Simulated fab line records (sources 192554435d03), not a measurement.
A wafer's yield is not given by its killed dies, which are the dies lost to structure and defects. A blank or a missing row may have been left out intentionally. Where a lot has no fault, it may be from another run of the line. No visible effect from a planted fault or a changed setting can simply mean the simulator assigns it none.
Struck lot and sound lot, side by side    flow n5Finfet    15 steps out of a route of 1938
Sound: the wafers L375.1, L375.2, L375.4. Struck: wafer L382.1; the same lot's L382.4 was not struck, so it is left out; see the end for the cause.
For every step that has rows: the tool of each side, followed by ch and its chambers, followed by its first start. Under that, the readings that differ: sound wafers    struck wafers    difference of the means    sigmas: that difference in standard deviations of wafers without a fault.
alike: readings whose means differ by less than 2 such deviations, and words and numbers that are the same on both sides. not compared: withheld readings, readings that some wafer has no value for, bounds like >300 that may hide the same value, and numbers for which the record gives no deviation and whose values overlap.
Wherever a step has rows on one side only, a row that says differs or no value, or a row with sigmas, the two part there. Numbers that have no deviation but don't overlap get no sigmas and don't part them. Lack of a reading on every wafer of one side parts them only where that side has two or more wafers.

first, 7 steps without rows for these wafers: N5_BEOL_M12_COAT_22 (resist thk 300 nm); N5_BEOL_M12_EBR_24; N5_BEOL_M12_SOFTBAKE_23 (time 60 s); N5_BEOL_M12_EXPOSE_25 (exposes mask M12); N5_BEOL_M12_PEB_26 (peb time 90 s); N5_BEOL_M12_DEVELOP_27 (develop time 45 s); N5_BEOL_M12_HARDBAKE_32 (time 120 s).
N5_BEOL_M12_CD_MEAS_28: target cd 160.2 nm.
  sound on cdSem-01 ch 0, day 14 18:05; struck on cdSem-01 ch 0, day 16 12:07
  alike: cdNm
N5_BEOL_M12_OVL_MEAS_29:
  sound on overlay-01 ch 0, day 14 18:07; struck on overlay-02 ch 0, day 16 12:10
  alike: M12_OVL
N5_BEOL_M12_INSPECT_30: inspects for defects (macro).
  struck on defectInspect-01, day 16 12:11; sound on defectInspect-01, day 14 18:09
  alike: rawDefectCount
N5_BEOL_M12_DESCUM_33: chemistry O2, time 7.9 s.
  sound on rieDiel-01 ch 2,3, day 14 18:19; struck on rieDiel-01 ch 1, day 16 12:19
  alike: drypumpMotorCurrentA, oesProductAu, rfVppV, showerheadPlenumPTorr, throttleValvePct
  not compared: rfHoursCounterH
N5_BEOL_M12_ETCH_67: etches SiARC in CF4, target depth 143 nm, time 238.3 s.
  sound on rieDiel-01 ch 2,3, day 14 18:22; struck on rieDiel-01 ch 1, day 16 12:20
reading               sound              struck  difference  sigmas
throttleValvePct (%)  15.30 15.71 15.30  15.97   +0.53       +2
  alike: drypumpMotorCurrentA, etchRfOnTimeS, mfcArSccm, oesProductAu, rfVppV, showerheadPlenumPTorr
  not compared: rfHoursCounterH
N5_BEOL_M12_ETCH_68: etches SOC in N2/H2, time 285 s.
  sound on rieDiel-01 ch 2,3, day 14 18:30; struck on rieDiel-01 ch 1, day 16 12:29
reading                                     sound              struck  difference  sigmas
throttleValvePct (%)                        17.42 17.84 17.43  18.09   +0.53       +2
model.SiARC_of_BEOL_M12_COAT_66.thkNm (nm)  86 86.8 86.2       79.8    -6.5        
  alike: drypumpMotorCurrentA, oesProductAu, rfVppV, showerheadPlenumPTorr
  not compared: rfHoursCounterH
then, 1 step without rows for these wafers: N5_BEOL_M12_STRIP_69 (strips in N2/H2).
N5_PASSIVATION_PROBE_49:
  struck on prober-01, day 18 06:53; sound on prober-02, day 16 12:20
reading             sound     struck  difference  sigmas
killed_at_M0_to_M3  30 34 42  63      +28         +3
  alike: defectLimitedYield, killed_at_M4_up, killedAtContacts, killedAtFrontEnd, killedAtOther, killedDies, killedOpen, killedShort, sort_bin_5_function, sort_bin_6_memory, sortNPass, sortYieldPct

WHERE THEY PART
First at N5_BEOL_M12_ETCH_67; last, within this record, at N5_PASSIVATION_PROBE_49.

WHY: what the simulator had put in
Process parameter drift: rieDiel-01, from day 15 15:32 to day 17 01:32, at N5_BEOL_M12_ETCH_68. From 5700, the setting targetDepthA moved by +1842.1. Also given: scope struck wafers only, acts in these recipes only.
